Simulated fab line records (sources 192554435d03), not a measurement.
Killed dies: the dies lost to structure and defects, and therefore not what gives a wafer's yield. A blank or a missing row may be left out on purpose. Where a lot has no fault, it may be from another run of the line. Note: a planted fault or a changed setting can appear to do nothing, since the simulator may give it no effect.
Which of the tools did it? :: flow n5 finfet :: Sampling: 9 lots, 26 wafers, 5 of 1938 route steps

## WHAT THE GAUGES SHOWED, per wafer
N5_BEOL_M4_RC_MEAS_101. Usual: DIBL_N 36.1 mV/V, standard deviation 2.5; DIBL_P 36 mV/V, standard deviation 3.3; IOFF_N 0.16 nA/um, standard deviation 0.046; IOFF_P 0.20 nA/um, standard deviation 0.051; ION_N 676 uA/um, standard deviation 16; ION_P 462 uA/um, standard deviation 11; SS_N 71.6 mV/dec, standard deviation 0.87; SS_P 73.2 mV/dec, standard deviation 0.86; VT_N 251 mV, standard deviation 4.4; VT_P -252 mV, standard deviation 4.6.
lot: L473
measured: day 9 09:12
on: prober-02
DIBL_N (mV/V): 36.6 37.9
DIBL_P (mV/V): 37 39
IOFF_N (nA/um): 0.17 0.20
IOFF_P (nA/um): 0.21 0.26
ION_N (uA/um): 683 692
ION_P (uA/um): 459 472
SS_N (mV/dec): 71.8 72.5
SS_P (mV/dec): 73.2 74.2
VT_N (mV): 249 248
VT_P (mV): -250 -248
flag: 

lot: L476
measured: day 9 10:52
on: prober-02
DIBL_N (mV/V): 34.5 41.0 35.1
DIBL_P (mV/V): 35 42 36
IOFF_N (nA/um): 0.13 0.25 0.14
IOFF_P (nA/um): 0.17 0.30 0.18
ION_N (uA/um): 677 694 675
ION_P (uA/um): 463 463 465
SS_N (mV/dec): 71.4 72.8 71.4
SS_P (mV/dec): 72.9 75.3 73.1
VT_N (mV): 250 243 250
VT_P (mV): -253 -249 -255
flag: 

lot: L475
measured: day 9 16:25
on: prober-02
DIBL_N (mV/V): 37.8 31.4 38.4
DIBL_P (mV/V): 36 29 35
IOFF_N (nA/um): 0.17 0.09 0.17
IOFF_P (nA/um): 0.22 0.13 0.19
ION_N (uA/um): 690 667 676
ION_P (uA/um): 469 461 463
SS_N (mV/dec): 71.1 70.0 71.7
SS_P (mV/dec): 73.6 71.8 72.9
VT_N (mV): 249 255 253
VT_P (mV): -248 -257 -249
flag: 

lot: L477
measured: day 10 15:59
on: prober-01
DIBL_N (mV/V): 41.4 34.6 33.7
DIBL_P (mV/V): 40 34 32
IOFF_N (nA/um): 0.26 0.13 0.11
IOFF_P (nA/um): 0.23 0.16 0.14
ION_N (uA/um): 679 680 660
ION_P (uA/um): 461 467 451
SS_N (mV/dec): 74.1 71.1 70.6
SS_P (mV/dec): 74.1 72.8 72.3
VT_N (mV): 248 254 255
VT_P (mV): -252 -253 -256
flag: 

lot: L484
measured: day 12 06:24
on: prober-02
DIBL_N (mV/V): 39.0 34.0 33.2
DIBL_P (mV/V): 35 30 29
IOFF_N (nA/um): 0.18 0.10 0.10
IOFF_P (nA/um): 0.17 0.12 0.11
ION_N (uA/um): 661 657 666
ION_P (uA/um): 443 450 447
SS_N (mV/dec): 73.2 70.7 70.3
SS_P (mV/dec): 73.4 72.7 71.5
VT_N (mV): 254 258 260
VT_P (mV): -253 -259 -262
flag: 

lot: L486
measured: day 12 11:47
on: prober-01
DIBL_N (mV/V): 37.9 32.9 34.2
DIBL_P (mV/V): 39 34 35
IOFF_N (nA/um): 0.20 0.12 0.15
IOFF_P (nA/um): 0.21 0.15 0.17
ION_N (uA/um): 692 668 681
ION_P (uA/um): 461 452 455
SS_N (mV/dec): 72.2 70.1 70.8
SS_P (mV/dec): 73.8 73.0 72.6
VT_N (mV): 244 252 246
VT_P (mV): -251 -255 -253
flag: 

lot: L487
measured: day 13 06:30
on: prober-01
DIBL_N (mV/V): 37.8 40.8 38.4
DIBL_P (mV/V): 36 43 39
IOFF_N (nA/um): 0.21 0.28 0.24
IOFF_P (nA/um): 0.19 0.33 0.24
ION_N (uA/um): 676 710 706
ION_P (uA/um): 452 485 474
SS_N (mV/dec): 73.2 72.2 72.7
SS_P (mV/dec): 72.3 74.8 72.9
VT_N (mV): 247 242 243
VT_P (mV): -250 -241 -245
flag: 

lot: L496
measured: day 14 08:28
on: prober-02
DIBL_N (mV/V): 33.5 37.8 37.6
DIBL_P (mV/V): 32 38 38
IOFF_N (nA/um): 0.12 0.20 0.18
IOFF_P (nA/um): 0.16 0.27 0.26
ION_N (uA/um): 678 695 696
ION_P (uA/um): 463 481 482
SS_N (mV/dec): 70.9 72.0 71.1
SS_P (mV/dec): 72.3 74.1 73.7
VT_N (mV): 252 245 247
VT_P (mV): -254 -243 -245
flag: 

lot: L495
measured: day 15 02:44
on: prober-01
DIBL_N (mV/V): 40.5 39.1 35.2
DIBL_P (mV/V): 40 40 34
IOFF_N (nA/um): 0.22 0.21 0.11
IOFF_P (nA/um): 0.27 0.30 0.19
ION_N (uA/um): 656 690 630
ION_P (uA/um): 451 481 447
SS_N (mV/dec): 73.0 72.1 70.9
SS_P (mV/dec): 73.8 74.3 72.7
VT_N (mV): 252 248 256
VT_P (mV): -249 -245 -251
flag: 

N5_BEOL_M10_CD_MEAS_28: target cd 70 nm. Usual: cd nm at 69.5 nm, with a standard deviation of 1.3.
lot: L473
measured: day 11 17:37
on: cd sem-02
cd nm (nm): 70.5 70.9
flag: 

lot: L476
measured: day 11 13:56
on: cd sem-03
cd nm (nm): 70.6 70.9 72.2
flag: 

lot: L475
measured: day 11 17:47
on: cd sem-03
cd nm (nm): 67.3 69.5 69.4
flag: 

lot: L477
measured: day 12 19:10
on: cd sem-03
cd nm (nm): 70.5 70.7 69.1
flag: 

lot: L484
measured: day 14 10:37
on: cd sem-01
cd nm (nm): 70.7 71.9 70.9
flag: 

lot: L486
measured: day 14 14:23
on: cd sem-03
cd nm (nm): 68.1 70.2 70.9
flag: 

lot: L487
measured: day 15 05:50
on: cd sem-01
cd nm (nm): 70.0 69.9 70.8
flag: 

lot: L496
measured: day 16 14:09
on: cd sem-03
cd nm (nm): 71.4 69.3 69.7
flag: 

lot: L495
measured: day 17 06:37
on: cd sem-02
cd nm (nm): 69.9 70.5 72.0
flag: 

N5_BEOL_M10_CD_MEAS_35: target cd 70 nm. Usual: cd nm at 70.2 nm, with a standard deviation of 0.95.
lot: L473
measured: day 11 18:34
on: cd sem-03
cd nm (nm): 69.9 70.4
flag: 

lot: L476
measured: day 11 14:41
on: cd sem-03
cd nm (nm): 70.7 69.9 71.7
flag: 

lot: L475
measured: day 11 19:02
on: cd sem-03
cd nm (nm): 70.3 68.4 70.1
flag: 

lot: L477
measured: day 12 20:28
on: cd sem-03
cd nm (nm): 71.1 69.4 69.3
flag: 

lot: L484
measured: day 14 11:58
on: cd sem-01
cd nm (nm): 72.4 70.9 71.7
flag: 

lot: L486
measured: day 14 15:14
on: cd sem-01
cd nm (nm): 69.4 69.5 68.3
flag: 

lot: L487
measured: day 15 06:35
on: cd sem-01
cd nm (nm): 70.0 70.8 70.8
flag: 

lot: L496
measured: day 16 14:54
on: cd sem-03
cd nm (nm): 69.6 69.4 70.1
flag: 

lot: L495
measured: day 17 07:38
on: cd sem-03
cd nm (nm): 68.4 68.8 70.0
flag: 

## EACH LOT AND THE TOOL THAT RAN IT (in order: tool; ch and the chambers of the sampled wafers; start)
lot: L473
N5_BEOL_M10_ETCH_61: rie diel-03 ch 0,3, day 11 15:22
N5_BEOL_M10_VIA_ETCH_34: rie diel-03 ch 1,2, day 11 18:08

lot: L476
N5_BEOL_M10_ETCH_61: rie diel-02 ch 0,1,2, day 11 12:58
N5_BEOL_M10_VIA_ETCH_34: rie diel-02 ch 0,1,2, day 11 14:14

lot: L475
N5_BEOL_M10_ETCH_61: rie diel-02 ch 0,1, day 11 16:48
N5_BEOL_M10_VIA_ETCH_34: rie diel-05 ch 1,2,3, day 11 18:35

lot: L477
N5_BEOL_M10_ETCH_61: rie diel-02 ch 2,3, day 12 17:07
N5_BEOL_M10_VIA_ETCH_34: rie diel-03 ch 1,2,3, day 12 20:01

lot: L484
N5_BEOL_M10_ETCH_61: rie diel-05 ch 0,1,2, day 14 09:43
N5_BEOL_M10_VIA_ETCH_34: rie diel-02 ch 0,1,2, day 14 11:31

lot: L486
N5_BEOL_M10_ETCH_61: rie diel-05 ch 1,2, day 14 13:34
N5_BEOL_M10_VIA_ETCH_34: rie diel-03 ch 1,2,3, day 14 14:47

lot: L487
N5_BEOL_M10_ETCH_61: rie diel-02 ch 0,1, day 15 05:02
N5_BEOL_M10_VIA_ETCH_34: rie diel-05 ch 1,2,3, day 15 06:08

lot: L496
N5_BEOL_M10_ETCH_61: rie diel-02 ch 1,2,3, day 16 11:02
N5_BEOL_M10_VIA_ETCH_34: rie diel-03 ch 0,2, day 16 14:27

lot: L495
N5_BEOL_M10_ETCH_61: rie diel-05 ch 1,2, day 17 05:55
N5_BEOL_M10_VIA_ETCH_34: rie diel-03 ch 1,2, day 17 07:12
- N5_BEOL_M10_ETCH_61: etches SiARC in CF4, target depth 39 nm, time 65 s.
- N5_BEOL_M10_VIA_ETCH_34: etches SiCOH lowk in C4F6/O2, target depth 184.5 nm, time 69.2 s.

## WHAT THE TOOLS THEMSELVES READ (means of the sampled wafers that have a number; where no wafer has one, the mark that the record gives instead)
N5_BEOL_M10_ETCH_61. Usual: bias w 35.99 W, standard deviation 0.11; cf4 flow sccm 100.0 sccm, standard deviation 0.32; drypump motor current A 5.8 A, standard deviation 0.41; etch rf on time s 64.1 s, standard deviation 2.3; oes product au 0.68 a.u., standard deviation 0.064; rf vpp V 184.3 V, standard deviation 1.2; showerhead plenum p Torr 2.15 Torr, standard deviation 0.064; throttle valve pct 15.61 %, standard deviation 0.18.
lot: L473
tool: rie diel-03
bias w (W): 35.98
cf4 flow sccm (sccm): 100.2
drypump motor current A (A): 5.7
etch rf on time s (s): 67.1
oes product au (a.u.): 0.67
rf vpp V (V): 184.2
showerhead plenum p Torr (Torr): 2.15
throttle valve pct (%): 15.73
flag: 

lot: L476
tool: rie diel-02
bias w (W): 35.91
cf4 flow sccm (sccm): 100.0
drypump motor current A (A): 5.7
etch rf on time s (s): 61.5
oes product au (a.u.): 0.71
rf vpp V (V): 184.9
showerhead plenum p Torr (Torr): 2.20
throttle valve pct (%): 15.43
flag: 

lot: L475
tool: rie diel-02
bias w (W): 35.92
cf4 flow sccm (sccm): 100.0
drypump motor current A (A): 5.6
etch rf on time s (s): 61.0
oes product au (a.u.): 0.73
rf vpp V (V): 186.0
showerhead plenum p Torr (Torr): 2.19
throttle valve pct (%): 15.37
flag: 

lot: L477
tool: rie diel-02
bias w (W): 36.01
cf4 flow sccm (sccm): 99.7
drypump motor current A (A): 5.6
etch rf on time s (s): 65.7
oes product au (a.u.): 0.61
rf vpp V (V): 182.8
showerhead plenum p Torr (Torr): 2.08
throttle valve pct (%): 15.78
flag: 

lot: L484
tool: rie diel-05
bias w (W): 35.96
cf4 flow sccm (sccm): 100.1
drypump motor current A (A): 6.1
etch rf on time s (s): 64.4
oes product au (a.u.): 0.66
rf vpp V (V): 183.1
showerhead plenum p Torr (Torr): 2.11
throttle valve pct (%): 15.68
flag: 

lot: L486
tool: rie diel-05
bias w (W): 35.91
cf4 flow sccm (sccm): 99.6
drypump motor current A (A): 6.1
etch rf on time s (s): 64.2
oes product au (a.u.): 0.68
rf vpp V (V): 183.3
showerhead plenum p Torr (Torr): 2.07
throttle valve pct (%): 15.64
flag: 

lot: L487
tool: rie diel-02
bias w (W): 35.94
cf4 flow sccm (sccm): 99.7
drypump motor current A (A): 5.7
etch rf on time s (s): 61.3
oes product au (a.u.): 0.70
rf vpp V (V): 183.9
showerhead plenum p Torr (Torr): 2.18
throttle valve pct (%): 15.43
flag: 

lot: L496
tool: rie diel-02
bias w (W): 35.97
cf4 flow sccm (sccm): 100.3
drypump motor current A (A): 5.5
etch rf on time s (s): 62.5
oes product au (a.u.): 0.71
rf vpp V (V): 185.1
showerhead plenum p Torr (Torr): 2.21
throttle valve pct (%): 15.50
flag: 

lot: L495
tool: rie diel-05
bias w (W): 36.06
cf4 flow sccm (sccm): 100.0
drypump motor current A (A): 6.1
etch rf on time s (s): 64.3
oes product au (a.u.): 0.67
rf vpp V (V): 183.3
showerhead plenum p Torr (Torr): 2.06
throttle valve pct (%): 15.69
flag: 

N5_BEOL_M10_VIA_ETCH_34. Usual: C4F6_flow_sccm 9.998 sccm, standard deviation 0.029; O2_flow_sccm 10.00 sccm, standard deviation 0.031; drypump motor current A 5.7 A, standard deviation 0.4; oes product au 0.81 a.u., standard deviation 0.078; rf vpp V 672 V, standard deviation 19; showerhead plenum p Torr 2.87 Torr, standard deviation 0.079; throttle valve pct 20.91 %, standard deviation 0.22.
lot: L473
tool: rie diel-03
C4F6_flow_sccm (sccm): 10.008
O2_flow_sccm (sccm): 9.98
drypump motor current A (A): 5.3
oes product au (a.u.): 0.92
rf vpp V (V): 669
showerhead plenum p Torr (Torr): 2.91
throttle valve pct (%): 20.78
flag: 

lot: L476
tool: rie diel-02
C4F6_flow_sccm (sccm): 9.996
O2_flow_sccm (sccm): 9.98
drypump motor current A (A): 5.7
oes product au (a.u.): 0.83
rf vpp V (V): 662
showerhead plenum p Torr (Torr): 2.93
throttle valve pct (%): 20.67
flag: 

lot: L475
tool: rie diel-05
C4F6_flow_sccm (sccm): 9.996
O2_flow_sccm (sccm): 10.02
drypump motor current A (A): 6.0
oes product au (a.u.): 0.78
rf vpp V (V): 679
showerhead plenum p Torr (Torr): 2.82
throttle valve pct (%): 21.07
flag: 

lot: L477
tool: rie diel-03
C4F6_flow_sccm (sccm): 9.976
O2_flow_sccm (sccm): 10.00
drypump motor current A (A): 5.5
oes product au (a.u.): 0.87
rf vpp V (V): 672
showerhead plenum p Torr (Torr): 2.90
throttle valve pct (%): 20.89
flag: 

lot: L484
tool: rie diel-02
C4F6_flow_sccm (sccm): 10.024
O2_flow_sccm (sccm): 9.99
drypump motor current A (A): 5.7
oes product au (a.u.): 0.80
rf vpp V (V): 662
showerhead plenum p Torr (Torr): 2.92
throttle valve pct (%): 20.71
flag: 

lot: L486
tool: rie diel-03
C4F6_flow_sccm (sccm): -
O2_flow_sccm (sccm): -
drypump motor current A (A): -
oes product au (a.u.): -
rf vpp V (V): -
showerhead plenum p Torr (Torr): -
throttle valve pct (%): -
flag: OFF

lot: L487
tool: rie diel-05
C4F6_flow_sccm (sccm): -
O2_flow_sccm (sccm): -
drypump motor current A (A): -
oes product au (a.u.): -
rf vpp V (V): -
showerhead plenum p Torr (Torr): -
throttle valve pct (%): -
flag: OFF

lot: L496
tool: rie diel-03
C4F6_flow_sccm (sccm): 10.045
O2_flow_sccm (sccm): 10.01
drypump motor current A (A): 5.3
oes product au (a.u.): 0.76
rf vpp V (V): 670
showerhead plenum p Torr (Torr): 2.86
throttle valve pct (%): 20.92
flag: 

lot: L495
tool: rie diel-03
C4F6_flow_sccm (sccm): 10.018
O2_flow_sccm (sccm): 10.00
drypump motor current A (A): 5.3
oes product au (a.u.): 0.81
rf vpp V (V): 660
showerhead plenum p Torr (Torr): 2.89
throttle valve pct (%): 20.83
flag: 

## THE ANSWER, worked out from the rows above alone
Rule: take the mean of a lot's wafers that have a number; if it is more than 3 standard deviations from the usual mean, the lot is off. Also off: a lot with no number at a reading for which 4 or more lots have one. All remaining lots with rows at the step are treated as sound. The gauges are gone through in route order, then the tools' own readings, and for those a lot's mean is taken as printed above. The first step at which some lot is off is used, and at that step the reading that is off furthest; a lot without a number counts as furthest.
Off: L486, L487, at N5_BEOL_M10_VIA_ETCH_34 (C4F6_flow_sccm). Without a number there: L486, L487.
If a tool, at that step or one of the process steps before it, ran each lot that is off and ran no sound lot following the first of them, it fits. Of those tried, none fits.

## WHAT WAS PUT IN BY THE SIMULATOR
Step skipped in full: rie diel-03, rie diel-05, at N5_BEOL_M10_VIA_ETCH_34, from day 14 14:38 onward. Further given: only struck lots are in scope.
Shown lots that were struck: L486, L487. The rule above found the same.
